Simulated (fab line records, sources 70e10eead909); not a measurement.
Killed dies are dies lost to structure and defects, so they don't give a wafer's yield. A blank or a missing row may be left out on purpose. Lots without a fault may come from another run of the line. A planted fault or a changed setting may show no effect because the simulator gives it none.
Chamber matching | flow nand_harc | NHARC_P_BONDPAD_STRIP_15 on rie_diel-08: 4 sister chambers
The step strips in O2. 8 wafers are shown with their chamber, then 8 later ones without.

WAFERS WITH THEIR CHAMBER
wafer  | chamber | showerhead_plenum_p_Torr (Torr) | drypump_motor_current_A (A)
L079.4 | 2       | 3.65                            | 6.5
L081.5 | 1       | 3.36                            | 5.9
L084.5 | 1       | 3.36                            | 5.9
L090.3 | 3       | 3.69                            | 6.2
L090.5 | 2       | 3.64                            | 6.5
L091.5 | 3       | 3.69                            | 6.3
L091.6 | 0       | 3.78                            | 5.6
L093.2 | 0       | 3.78                            | 5.6

WAFERS WITHOUT THEIR CHAMBER
wafer  | showerhead_plenum_p_Torr (Torr) | drypump_motor_current_A (A)
L093.5 | 3.69                            | 6.3
L093.6 | 3.36                            | 5.9
L094.2 | 3.64                            | 6.5
L094.3 | 3.78                            | 5.6
L094.5 | 3.69                            | 6.3
L097.2 | 3.78                            | 5.6
L097.3 | 3.64                            | 6.5
L097.4 | 3.35                            | 5.9

WHICH CHAMBER EACH WENT THROUGH
wafer  | from the rows above | in truth
L093.5 | 3                   | 3
L093.6 | 1                   | 1
L094.2 | 2                   | 2
L094.3 | 0                   | 0
L094.5 | 3                   | 3
L097.2 | 0                   | 0
L097.3 | 2                   | 2
L097.4 | 1                   | 1
Placed correctly: 8 of 8. Can't be placed from these rows: 0. Placed wrongly: 0.
How it was worked out, from the rows above alone: a wafer's distance from a chamber is the root of the sum, over the readings, of the square of ((its reading less the chamber's mean) divided by the reading's scatter). The wafer belongs to the nearest chamber; if the next one is less than 2 further off, it can't be placed. A chamber's mean is the mean of its shown wafers. The scatter: the root of (the sum of the squares of (reading less its chamber's mean) over the shown wafers, divided by (wafers less chambers)).
